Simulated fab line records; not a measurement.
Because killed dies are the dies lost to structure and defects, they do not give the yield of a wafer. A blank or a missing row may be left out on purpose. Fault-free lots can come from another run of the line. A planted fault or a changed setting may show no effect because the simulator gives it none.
fab line records ; flow nandHarc ; part 1 of 2: steps 1 to 31 of 41
[record] lots = 5; wafers = 15; lastDay = 24
route steps=1159 shown P_STI@91 P_GATE@110
lots with no fault: from the same line, run without faults
startH: hours from the record's opening day to when the first of the lot's shown wafers began ; waitH: how many hours have passed since the lot's step before this one ; " identical to the entry in the row above ; L1.1+2: a single row standing in for several wafers ; - no value, or no start was given ; * or withheld: withheld ; < > ~ a bound
route shown NAME@n: a module of which the file shows steps, and the number in the route of the first ; usual: mean/standard deviation of fault-free wafers ; same: alike in all rows ; chamber/n: place in a boat ; sites: the reading at each site ; _std_site: standard deviation across them ; _edge_site: inner sites' mean taken away from outer sites' mean ; radiusMm: for every site, how far away it sits from the centre of the wafer ; mask NAME#n: copy n ; behind: the last tool/chamber to shape the wafer ; hold: the reason the lot was held/the length of the hold in hours/how it ended ; device: which transistor (n, p or np) failed to switch ; end of line: the tests these same wafers got at the end of their route ; where a step has no rows: the recipe by itself ; killed: at the first sort, the dies lost to defects and structure; wafer yield is something else ; map: the dies of a wafer, with x for killed, . for not killed, _ for no die there
set.NAME: the run value of the setting; set.NAME@STEP: its run value at that earlier step ; model.NAME: the simulator's own value behind a step, which no gauge read
lots seen at some steps along the route; tables by step, rows by wafer
services: the hour from which a tool's chamber was out of use, counted from the record's first day as startH (under 0 if before that day), plus the number of hours and why
[[steps]]
[step NHARC_P_STI_CD_MEAS_16]
[usual] cdNm = 198/3.2
lot.wafer;tool;chamber;startH;waitH;cdNm
L076.2;cdSem-03;-;51.20;-;200
L076.4;cdSem-03;-;51.20;-;195
L076.6;cdSem-03;-;51.20;-;197
L077.3;cdSem-03;-;51.69;-;203
L077.4;cdSem-03;-;51.69;-;198
L077.5;cdSem-03;-;51.69;-;196
L088.3;cdSem-03;-;119.71;-;196
L088.5;cdSem-03;-;119.71;-;198
L088.6;cdSem-03;-;119.71;-;201
L091.1;cdSem-01;-;137.42;-;197
L091.2;cdSem-01;-;137.42;-;200
L091.3;cdSem-01;-;137.42;-;195
L096.4;cdSem-01;-;169.75;-;193
L096.5;cdSem-01;-;169.75;-;198
L096.6;cdSem-01;-;169.75;-;193
[step NHARC_P_STI_OCD_MEAS_17]
[usual] trenchDepthNm = 300/7.2; trenchFootCdNm = 157/3
lot.wafer;tool;chamber;startH;waitH;trenchDepthNm;trenchFootCdNm
L076.2;ocd-02;-;51.30;0.1;292;160
L076.4;ocd-02;-;51.30;0.1;302;155
L076.6;ocd-02;-;51.30;0.1;303;156
L077.3;ocd-02;-;51.78;0.1;296;161
L077.4;ocd-02;-;51.78;0.1;307;157
L077.5;ocd-02;-;51.78;0.1;307;155
L088.3;ocd-02;-;119.79;0.1;300;156
L088.5;ocd-02;-;119.79;0.1;295;157
L088.6;ocd-02;-;119.79;0.1;299;161
L091.1;ocd-01;-;137.51;0.1;311;154
L091.2;ocd-01;-;137.51;0.1;303;158
L091.3;ocd-01;-;137.51;0.1;302;154
L096.4;ocd-01;-;169.83;0.1;293;151
L096.5;ocd-01;-;169.83;0.1;294;158
L096.6;ocd-01;-;169.83;0.1;289;153
[step NHARC_P_STI_STRIP_19]
[recipe] timeS = 900; tempC = 130; chemistry = SPM
[same] timeS = 900
lot.wafer;tool;chamber;startH;waitH
L076.4+6+2;wetBench-01;4,5,6;51.36;0.0
L077.3+4+5;wetBench-07;6,7,0;51.83;0.1
L088.5+3+6;wetBench-04;5,0,1;119.85;0.0
L091.1+3+2;wetBench-04;7,0,1;137.57;0.1
L096.6+5+4;wetBench-01;6,0,2;169.88;0.0
[step NHARC_P_STI_PRECLEAN_32]
[recipe] timeS = *; tempC = 50; bathAgeMin = 0; chemistry = SC1
[same] timeS = *
lot.wafer;tool;chamber;startH;waitH
L076.4+6+2;wetBench-01;4,5,6;-;-
L077.3+4+5;wetBench-07;6,7,0;-;-
L088.5+3+6;wetBench-04;5,0,1;-;-
L091.1+3+2;wetBench-04;7,0,1;-;-
L096.6+5+4;wetBench-01;6,0,2;-;-
[step NHARC_P_STI_SRD_23]
lot.wafer;tool;chamber;startH;waitH
L076.4+6+2;wetBench-01;4,5,6;-;-
L077.3+4+5;wetBench-07;6,7,0;-;-
L088.5+3+6;wetBench-04;5,0,1;-;-
L091.1+3+2;wetBench-04;7,0,1;-;-
L096.6+5+4;wetBench-01;6,0,2;-;-
[step NHARC_P_STI_OCD_MEAS_43]
[usual] trenchDepthNm = 300/7.2; trenchFootCdNm = 157/3.1
lot.wafer;tool;chamber;startH;waitH;trenchDepthNm;trenchFootCdNm
L076.2;ocd-01;-;51.81;-;292;160
L076.4;ocd-01;-;51.81;-;302;154
L076.6;ocd-01;-;51.81;-;302;157
L077.3;ocd-02;-;52.29;-;296;161
L077.4;ocd-02;-;52.29;-;307;156
L077.5;ocd-02;-;52.29;-;308;155
L088.3;ocd-01;-;120.30;-;300;155
L088.5;ocd-01;-;120.30;-;295;156
L088.6;ocd-01;-;120.30;-;299;161
L091.1;ocd-02;-;138.03;-;310;154
L091.2;ocd-02;-;138.03;-;304;158
L091.3;ocd-02;-;138.03;-;302;154
L096.4;ocd-02;-;170.34;-;292;151
L096.5;ocd-02;-;170.34;-;294;158
L096.6;ocd-02;-;170.34;-;289;153
[step NHARC_P_STI_OXIDE_33]
[recipe] targetThkA = 100; tempC = 1000; oxTimeS = 281; material = SiO2
[usual] spikeTcUpperC = 998.5/1.2; zonePowerCentrePct = 21.7/1
lot.wafer;tool;chamber;startH;waitH;spikeTcUpperC;zonePowerCentrePct
L076.2;furnace-07;0;58.61;6.8;997.7;23.3
L076.4;furnace-07;0;58.61;6.8;997.5;23.1
L076.6;furnace-07;0;58.61;6.8;998.4;23.1
L077.3;furnace-07;0;58.61;6.3;996.8;22.9
L077.4;furnace-07;0;58.61;6.3;995.7;23.1
L077.5;furnace-07;0;58.61;6.3;998.7;22.7
L088.3;furnace-06;0;123.94;3.6;996.5;21.9
L088.5;furnace-06;0;123.94;3.6;997.9;22.0
L088.6;furnace-06;0;123.94;3.6;997.8;22.1
L091.1;furnace-06;0;141.68;3.6;998.4;21.8
L091.2;furnace-06;0;141.68;3.6;998.9;22.0
L091.3;furnace-06;0;141.68;3.6;999.3;22.0
L096.4;furnace-03;0;174.89;4.5;998.1;20.7
L096.5;furnace-03;0;174.89;4.5;999.7;20.5
L096.6;furnace-03;0;174.89;4.5;1000.1;20.3
[step NHARC_P_STI_HDPCVD_20]
[recipe] targetThkA = withheld; sigmaOpenFrac = withheld; material = SiO2
lot.wafer;tool;chamber;startH;waitH
L076.2+4+6;hdpcvd-01;1,0,0;63.31;0.4
L077.4+3+5;hdpcvd-01;1,0,0;63.96;1.0
L088.3+5+6;hdpcvd-01;1,1,0;128.85;0.5
L091.1+2+3;hdpcvd-01;1,0,1;146.45;0.4
L096.4+6+5;hdpcvd-01;1,1,0;179.64;0.5
[step NHARC_P_STI_ANNEAL_34]
[recipe] tempC = 1000; timeS = 1800
[usual] spikeTcUpperC = 998.6/1.2; tube_center_temp_C_max = 1002.5/0.41; zonePowerCentrePct = 21.5/0.78
[same] timeS = 1800
lot.wafer;tool;chamber;startH;waitH;spikeTcUpperC;tube_center_temp_C_max;zonePowerCentrePct
L076.2;furnace-06;0;68.57;5.2;999.3;1002.2;22.0
L076.4;furnace-06;0;68.57;5.2;997.9;1002.5;21.8
L076.6;furnace-06;0;68.57;5.2;998.3;1002.4;21.9
L077.3;furnace-06;0;68.57;4.4;997.1;1003.4;22.2
L077.4;furnace-06;0;68.57;4.4;997.9;1002.7;22.3
L077.5;furnace-06;0;68.57;4.4;997.5;1002.6;22.1
L088.3;furnace-06;0;132.89;4.0;998.6;1001.7;21.8
L088.5;furnace-06;0;132.89;4.0;998.0;1002.6;22.1
L088.6;furnace-06;0;132.89;4.0;999.1;1003.3;21.9
L091.1;furnace-03;0;153.14;6.6;998.1;1002.2;20.5
L091.2;furnace-03;0;153.14;6.6;998.9;1002.8;20.2
L091.3;furnace-03;0;153.14;6.6;1000.6;1002.4;20.3
L096.4;furnace-03;0;183.78;4.1;1000.3;1002.6;20.5
L096.5;furnace-03;0;183.78;4.1;998.7;1002.7;20.1
L096.6;furnace-03;0;183.78;4.1;998.9;1002.6;20.4
[step NHARC_P_STI_CMP_21]
[recipe] tOverpolishS = 20; targetThkNm = 380.67
[usual] motorCurrentA = 12.3/1.4; overpolishRunS = 20.001/0.0084
lot.wafer;tool;chamber;startH;waitH;motorCurrentA;overpolishRunS
L076.4;cmp-04;2;73.44;0.4;11.9;20.007
L076.2;cmp-04;3;73.44;0.4;10.6;20.014
L076.6;cmp-04;0;73.44;0.4;10.1;20.006
L077.4;cmp-01;2;73.44;0.4;12.9;20.011
L077.3;cmp-01;3;73.44;0.4;11.7;20.011
L077.5;cmp-01;1;73.44;0.4;13.3;20.003
L088.3;cmp-03;0;137.83;0.4;15.4;20.000
L088.6;cmp-03;1;137.83;0.4;13.5;20.003
L088.5;cmp-03;2;137.83;0.4;12.0;19.995
L091.3;cmp-01;2;158.06;0.4;12.6;20.012
L091.2;cmp-01;0;158.06;0.4;12.3;19.997
L091.1;cmp-01;1;158.06;0.4;13.9;20.004
L096.4;cmp-04;1;188.65;0.4;12.0;20.003
L096.5;cmp-04;3;188.65;0.4;10.2;20.005
L096.6;cmp-04;0;188.65;0.4;10.1;19.996
[step NHARC_P_STI_SRD_35]
lot.wafer;tool;chamber;startH;waitH
L077.3+4+5;wetBench-07;7,1,2;73.70;0.0
L076.2+6+4;wetBench-01;0,1,2;73.71;0.1
L088.3+5+6;wetBench-07;5,6,0;138.06;0.0
L091.3+1+2;wetBench-01;7,1,3;158.37;0.0
L096.6+4+5;wetBench-07;4,5,7;188.91;0.0
[step NHARC_P_STI_ETCH_36]
[recipe] targetDepthA = 388; chemistry = dHF; material = SiO2
lot.wafer;tool;chamber;startH;waitH
L077.3+4+5;wetBench-07;7,1,2;73.72;0.0
L076.2+6+4;wetBench-01;0,1,2;73.73;0.0
L088.3+5+6;wetBench-07;5,6,0;138.08;0.0
L091.3+1+2;wetBench-01;7,1,3;158.39;0.0
L096.6+4+5;wetBench-07;4,5,7;188.93;0.0
[step NHARC_P_STI_STRIP_24]
[recipe] tempC = 160; chemistry = H3PO4; material = Si3N4
lot.wafer;tool;chamber;startH;waitH
L077.3+4+5;wetBench-07;7,1,2;73.74;0.0
L076.2+6+4;wetBench-01;0,1,2;73.75;0.0
L088.3+5+6;wetBench-07;5,6,0;138.10;0.0
L091.3+1+2;wetBench-01;7,1,3;158.40;0.0
L096.6+4+5;wetBench-07;4,5,7;188.94;0.0
[step NHARC_P_STI_ETCH_37]
[recipe] targetDepthA = 110; chemistry = dHF; material = SiO2
lot.wafer;tool;chamber;startH;waitH
L077.3+4+5;wetBench-07;7,1,2;-;-
L076.2+6+4;wetBench-01;0,1,2;-;-
L088.3+5+6;wetBench-07;5,6,0;-;-
L091.3+1+2;wetBench-01;7,1,3;-;-
L096.6+4+5;wetBench-07;4,5,7;-;-
[step NHARC_P_STI_PRECLEAN_38]
[recipe] timeS = *; tempC = 50; bathAgeMin = 0; chemistry = SC1
[same] timeS = *
lot.wafer;tool;chamber;startH;waitH
L077.3+4+5;wetBench-07;7,1,2;-;-
L076.2+6+4;wetBench-01;0,1,2;-;-
L088.3+5+6;wetBench-07;5,6,0;-;-
L091.3+1+2;wetBench-01;7,1,3;-;-
L096.6+4+5;wetBench-07;4,5,7;-;-
[step NHARC_P_STI_SRD_39]
lot.wafer;tool;chamber;startH;waitH
L076.2+6+4;wetBench-01;0,1,2;-;-
L077.3+4+5;wetBench-07;7,1,2;-;-
L088.3+5+6;wetBench-07;5,6,0;-;-
L091.3+1+2;wetBench-01;7,1,3;-;-
L096.6+4+5;wetBench-07;4,5,7;-;-
[step NHARC_P_STI_OXIDE_40]
[recipe] targetThkA = 100; tempC = 900; oxTimeS = 1362; material = SiO2
[usual] spikeTcUpperC = 898.2/1.1; zonePowerCentrePct = 17.7/0.68
lot.wafer;tool;chamber;startH;waitH;spikeTcUpperC;zonePowerCentrePct
L076.2;furnace-06;0;81.30;-;899.4;17.2
L076.4;furnace-06;0;81.30;-;897.3;17.4
L076.6;furnace-06;0;81.30;-;898.7;17.1
L077.3;furnace-06;0;81.30;-;898.5;17.2
L077.4;furnace-06;0;81.30;-;898.6;17.2
L077.5;furnace-06;0;81.30;-;900.1;17.2
L088.3;furnace-07;0;139.59;-;897.5;18.1
L088.5;furnace-07;0;139.59;-;898.4;18.1
L088.6;furnace-07;0;139.59;-;896.4;18.2
L091.1;furnace-03;0;165.75;-;899.2;16.1
L091.2;furnace-03;0;165.75;-;897.6;16.0
L091.3;furnace-03;0;165.75;-;898.5;16.1
L096.4;furnace-06;0;194.27;-;899.3;17.2
L096.5;furnace-06;0;194.27;-;898.0;17.4
L096.6;furnace-06;0;194.27;-;898.9;17.1
[step NHARC_P_STI_INSPECT_25]
[usual] rawDefectCount = 217/76
lot.wafer;tool;chamber;startH;waitH;rawDefectCount
L076.2;defectInspect-02;-;85.34;0.4;380
L076.4;defectInspect-02;-;85.34;0.4;276
L076.6;defectInspect-02;-;85.34;0.4;436
L077.3;defectInspect-01;-;85.34;0.4;251
L077.4;defectInspect-01;-;85.34;0.4;197
L077.5;defectInspect-01;-;85.34;0.4;114
L088.3;defectInspect-01;-;143.68;0.4;104
L088.5;defectInspect-01;-;143.68;0.4;132
L088.6;defectInspect-01;-;143.68;0.4;130
L091.1;defectInspect-01;-;169.78;0.4;258
L091.2;defectInspect-01;-;169.78;0.4;276
L091.3;defectInspect-01;-;169.78;0.4;231
L096.4;defectInspect-01;-;198.35;0.4;223
L096.5;defectInspect-01;-;198.35;0.4;297
L096.6;defectInspect-01;-;198.35;0.4;162
[step NHARC_P_GATE_ETCH_69]
[recipe] targetDepthA = 140; chemistry = dHF; material = SiO2
lot.wafer;tool;chamber;startH;waitH
L076.6+4+2;wetBench-03;4,6,0;85.41;0.1
L077.5+3+4;wetBench-06;4,5,6;85.42;0.1
L088.5+6+3;wetBench-03;0,2,3;143.73;0.0
L091.2+3+1;wetBench-06;7,0,1;169.85;0.1
L096.4+6+5;wetBench-09;7,0,2;198.41;0.1
[step NHARC_P_GATE_PRECLEAN_70]
[recipe] timeS = *; tempC = 50; bathAgeMin = 0; chemistry = SC1
[same] timeS = *
lot.wafer;tool;chamber;startH;waitH
L077.5+3+4;wetBench-06;4,5,6;85.49;0.1
L076.6+4+2;wetBench-03;4,6,0;85.50;0.1
L088.5+6+3;wetBench-03;0,2,3;143.82;0.1
L091.2+3+1;wetBench-06;7,0,1;169.93;0.1
L096.4+6+5;wetBench-09;7,0,2;198.50;0.1
[step NHARC_P_GATE_SRD_01]
lot.wafer;tool;chamber;startH;waitH
L077.5+3+4;wetBench-06;4,5,6;-;-
L076.6+4+2;wetBench-03;4,6,0;-;-
L088.5+6+3;wetBench-03;0,2,3;-;-
L091.2+3+1;wetBench-06;7,0,1;-;-
L096.4+6+5;wetBench-09;7,0,2;-;-
[step NHARC_P_GATE_OXIDE_02]
[recipe] targetThkA = 375; tempC = 950; pH2oTorr = 720; oxTimeS = 365; material = SiO2
[usual] spikeTcUpperC = 950.4/1.2; zonePowerCentrePct = 19.8/1.7
lot.wafer;tool;chamber;startH;waitH;spikeTcUpperC;zonePowerCentrePct
L076.2;furnace-08;0;88.62;-;950.0;20.9
L076.4;furnace-08;0;88.62;-;949.6;20.6
L076.6;furnace-08;0;88.62;-;949.2;21.1
L077.3;furnace-08;0;88.62;-;949.4;21.0
L077.4;furnace-08;0;88.62;-;950.3;20.7
L077.5;furnace-08;0;88.62;-;949.2;20.8
L088.3;furnace-08;0;147.01;-;950.3;20.9
L088.5;furnace-08;0;147.01;-;949.5;20.7
L088.6;furnace-08;0;147.01;-;949.6;20.8
L091.1;furnace-01;0;172.83;-;951.3;19.5
L091.2;furnace-01;0;172.83;-;951.3;19.5
L091.3;furnace-01;0;172.83;-;951.6;19.5
L096.4;furnace-01;0;201.40;-;951.1;19.4
L096.5;furnace-01;0;201.40;-;950.2;19.5
L096.6;furnace-01;0;201.40;-;950.9;19.5
[step NHARC_P_GATE_DEHYDRATE_03]
[recipe] tempC = 150; timeS = 120
[usual] chillPlateTempC = 23.00/0.097; plateTempC = 149.98/0.12
[same] timeS = 120
lot.wafer;tool;chamber;startH;waitH;chillPlateTempC;plateTempC
L076.2;lithoTrack-03;0;93.15;0.4;22.94;150.01
L076.4;lithoTrack-03;0;93.15;0.4;23.03;150.18
L076.6;lithoTrack-03;0;93.15;0.4;23.10;149.88
L077.3;lithoTrack-05;0;93.15;0.4;22.97;150.00
L077.4;lithoTrack-05;0;93.15;0.4;22.99;150.12
L077.5;lithoTrack-05;0;93.15;0.4;22.91;149.83
L088.3;lithoTrack-03;0;151.63;0.4;22.91;149.95
L088.5;lithoTrack-03;0;151.63;0.4;23.06;149.89
L088.6;lithoTrack-03;0;151.63;0.4;22.99;150.08
L091.1;lithoTrack-07;0;177.37;0.4;22.95;149.83
L091.2;lithoTrack-07;0;177.37;0.4;23.06;149.98
L091.3;lithoTrack-07;0;177.37;0.4;22.90;150.01
L096.4;lithoTrack-05;0;206.01;0.4;23.09;149.92
L096.5;lithoTrack-05;0;206.01;0.4;22.95;149.64
L096.6;lithoTrack-05;0;206.01;0.4;22.95;149.93
[step NHARC_P_GATE_HMDS_04]
[recipe] timeS = 30
[usual] chillPlateTempC = 23.01/0.11
[same] timeS = 30
lot.wafer;tool;chamber;startH;waitH;chillPlateTempC
L077.3;lithoTrack-05;0;-;-;23.08
L077.4;lithoTrack-05;0;-;-;23.04
L077.5;lithoTrack-05;0;-;-;22.97
L076.2;lithoTrack-03;0;-;-;23.02
L076.4;lithoTrack-03;0;-;-;23.16
L076.6;lithoTrack-03;0;-;-;22.90
L088.3;lithoTrack-03;0;-;-;22.84
L088.5;lithoTrack-03;0;-;-;22.97
L088.6;lithoTrack-03;0;-;-;23.00
L091.1;lithoTrack-07;0;-;-;22.94
L091.2;lithoTrack-07;0;-;-;22.93
L091.3;lithoTrack-07;0;-;-;23.07
L096.4;lithoTrack-05;0;-;-;22.92
L096.5;lithoTrack-05;0;-;-;22.92
L096.6;lithoTrack-05;0;-;-;22.84
[step NHARC_P_GATE_COAT_05]
[recipe] spinRpm = 4690
[usual] chillPlateTempC = 23.01/0.12; spinSpeedRpm = 4690/3.2
lot.wafer;tool;chamber;startH;waitH;chillPlateTempC;spinSpeedRpm
L077.3;lithoTrack-05;0;-;-;22.84;4690
L077.4;lithoTrack-05;0;-;-;23.19;4691
L077.5;lithoTrack-05;0;-;-;23.01;4686
L076.2;lithoTrack-03;0;-;-;23.06;4684
L076.4;lithoTrack-03;0;-;-;23.02;4692
L076.6;lithoTrack-03;0;-;-;23.14;4686
L088.3;lithoTrack-03;0;-;-;23.01;4690
L088.5;lithoTrack-03;0;-;-;23.13;4692
L088.6;lithoTrack-03;0;-;-;23.08;4691
L091.1;lithoTrack-07;0;-;-;22.98;4685
L091.2;lithoTrack-07;0;-;-;23.22;4691
L091.3;lithoTrack-07;0;-;-;23.02;4691
L096.4;lithoTrack-05;0;-;-;23.18;4694
L096.5;lithoTrack-05;0;-;-;23.19;4692
L096.6;lithoTrack-05;0;-;-;23.24;4692
[step NHARC_P_GATE_SOFTBAKE_06]
[recipe] tempC = 122; timeS = 95
[usual] chillPlateTempC = 23.00/0.098; plateTempC = 122.02/0.13
[same] timeS = 95
lot.wafer;tool;chamber;startH;waitH;chillPlateTempC;plateTempC
L077.3;lithoTrack-05;0;-;-;22.98;121.93
L077.4;lithoTrack-05;0;-;-;23.07;121.91
L077.5;lithoTrack-05;0;-;-;23.01;121.87
L076.2;lithoTrack-03;0;-;-;23.15;122.02
L076.4;lithoTrack-03;0;-;-;23.12;121.77
L076.6;lithoTrack-03;0;-;-;23.20;121.87
L088.3;lithoTrack-03;0;-;-;22.84;121.91
L088.5;lithoTrack-03;0;-;-;22.85;121.79
L088.6;lithoTrack-03;0;-;-;22.82;121.90
L091.1;lithoTrack-07;0;-;-;23.03;122.08
L091.2;lithoTrack-07;0;-;-;23.00;122.06
L091.3;lithoTrack-07;0;-;-;22.95;122.23
L096.4;lithoTrack-05;0;-;-;23.15;122.11
L096.5;lithoTrack-05;0;-;-;23.00;122.17
L096.6;lithoTrack-05;0;-;-;23.07;121.89
[step NHARC_P_GATE_EBR_07]
[usual] chillPlateTempC = 23.00/0.11
lot.wafer;tool;chamber;startH;waitH;chillPlateTempC
L077.3;lithoTrack-05;0;-;-;22.99
L077.4;lithoTrack-05;0;-;-;22.94
L077.5;lithoTrack-05;0;-;-;22.94
L076.2;lithoTrack-03;0;-;-;23.03
L076.4;lithoTrack-03;0;-;-;23.01
L076.6;lithoTrack-03;0;-;-;22.87
L088.3;lithoTrack-03;0;-;-;23.17
L088.5;lithoTrack-03;0;-;-;23.29
L088.6;lithoTrack-03;0;-;-;23.18
L091.1;lithoTrack-07;0;-;-;23.16
L091.2;lithoTrack-07;0;-;-;23.06
L091.3;lithoTrack-07;0;-;-;23.14
L096.4;lithoTrack-05;0;-;-;23.09
L096.5;lithoTrack-05;0;-;-;23.00
L096.6;lithoTrack-05;0;-;-;22.86
[step NHARC_P_GATE_EXPOSE_08]
[recipe] na = 0.6; doseMj = 16.75; maskId = P_HV
[usual] exposureDoseMJCm2 = 16.752/0.014
lot.wafer;tool;chamber;startH;waitH;mask;exposureDoseMJCm2
L076.2;krfScanner-01;0;93.30;-;P_HV#0;16.735
L076.4;krfScanner-01;0;93.30;-;P_HV#0;16.749
L076.6;krfScanner-01;0;93.30;-;P_HV#0;16.750
L077.3;krfScanner-02;0;93.46;-;P_HV#0;16.759
L077.4;krfScanner-02;0;93.46;-;P_HV#0;16.736
L077.5;krfScanner-02;0;93.46;-;P_HV#0;16.745
L088.3;krfScanner-01;0;151.91;-;P_HV#0;16.777
L088.5;krfScanner-01;0;151.91;-;P_HV#0;16.756
L088.6;krfScanner-01;0;151.91;-;P_HV#0;16.720
L091.1;krfScanner-02;0;177.52;-;P_HV#0;16.744
L091.2;krfScanner-02;0;177.52;-;P_HV#0;16.750
L091.3;krfScanner-02;0;177.52;-;P_HV#0;16.760
L096.4;krfScanner-02;0;206.30;-;P_HV#0;16.755
L096.5;krfScanner-02;0;206.30;-;P_HV#0;16.770
L096.6;krfScanner-02;0;206.30;-;P_HV#0;16.777
[step NHARC_P_GATE_PEB_09]
[recipe] pebTempC = 118; pebTimeS = 85
[usual] chillPlateTempC = 23.00/0.094; plateTempC = 118.01/0.13
lot.wafer;tool;chamber;startH;waitH;chillPlateTempC;plateTempC
L076.2;lithoTrack-05;0;93.36;0.1;23.09;118.10
L076.4;lithoTrack-05;0;93.36;0.1;23.06;117.98
L076.6;lithoTrack-05;0;93.36;0.1;23.20;117.92
L077.3;lithoTrack-05;0;93.53;0.1;22.97;118.08
L077.4;lithoTrack-05;0;93.53;0.1;23.09;117.88
L077.5;lithoTrack-05;0;93.53;0.1;22.94;118.10
L088.3;lithoTrack-03;0;151.97;0.1;22.98;117.83
L088.5;lithoTrack-03;0;151.97;0.1;23.00;117.90
L088.6;lithoTrack-03;0;151.97;0.1;23.18;118.04
L091.1;lithoTrack-03;0;177.58;0.1;22.96;118.02
L091.2;lithoTrack-03;0;177.58;0.1;22.83;118.23
L091.3;lithoTrack-03;0;177.58;0.1;23.01;118.04
L096.4;lithoTrack-05;0;206.35;0.0;22.85;118.09
L096.5;lithoTrack-05;0;206.35;0.0;22.97;118.18
L096.6;lithoTrack-05;0;206.35;0.0;23.04;118.20
[step NHARC_P_GATE_DEVELOP_10]
[recipe] timeS = 70
[usual] chillPlateTempC = 23.01/0.087
[same] timeS = 70
lot.wafer;tool;chamber;startH;waitH;chillPlateTempC
L076.2;lithoTrack-05;0;-;-;22.99
L076.4;lithoTrack-05;0;-;-;23.14
L076.6;lithoTrack-05;0;-;-;23.05
L077.3;lithoTrack-05;0;-;-;22.85
L077.4;lithoTrack-05;0;-;-;22.82
L077.5;lithoTrack-05;0;-;-;22.95
L088.3;lithoTrack-03;0;-;-;23.06
L088.5;lithoTrack-03;0;-;-;22.97
L088.6;lithoTrack-03;0;-;-;23.06
L091.1;lithoTrack-03;0;-;-;22.89
L091.2;lithoTrack-03;0;-;-;23.00
L091.3;lithoTrack-03;0;-;-;23.01
L096.4;lithoTrack-05;0;-;-;22.91
L096.5;lithoTrack-05;0;-;-;23.04
L096.6;lithoTrack-05;0;-;-;22.97
[step NHARC_P_GATE_CD_MEAS_11]
[recipe] targetCdNm = 1640; landingEnergyEv = 500
[usual] cdNm = 1639.7/2.3
[same] landingEnergyEv = 500
lot.wafer;tool;chamber;startH;waitH;cdNm
L076.2;cdSem-02;0;93.45;-;1637.7
L076.4;cdSem-02;0;93.45;-;1636.5
L076.6;cdSem-02;0;93.45;-;1635.4
L077.3;cdSem-03;0;93.62;-;1640.6
L077.4;cdSem-03;0;93.62;-;1636.8
L077.5;cdSem-03;0;93.62;-;1637.7
L088.3;cdSem-02;0;152.06;-;1640.4
L088.5;cdSem-02;0;152.06;-;1642.6
L088.6;cdSem-02;0;152.06;-;1640.2
L091.1;cdSem-02;0;177.67;-;1637.8
L091.2;cdSem-02;0;177.67;-;1640.2
L091.3;cdSem-02;0;177.67;-;1641.8
L096.4;cdSem-01;0;206.44;-;1637.7
L096.5;cdSem-01;0;206.44;-;1639.7
L096.6;cdSem-01;0;206.44;-;1640.4
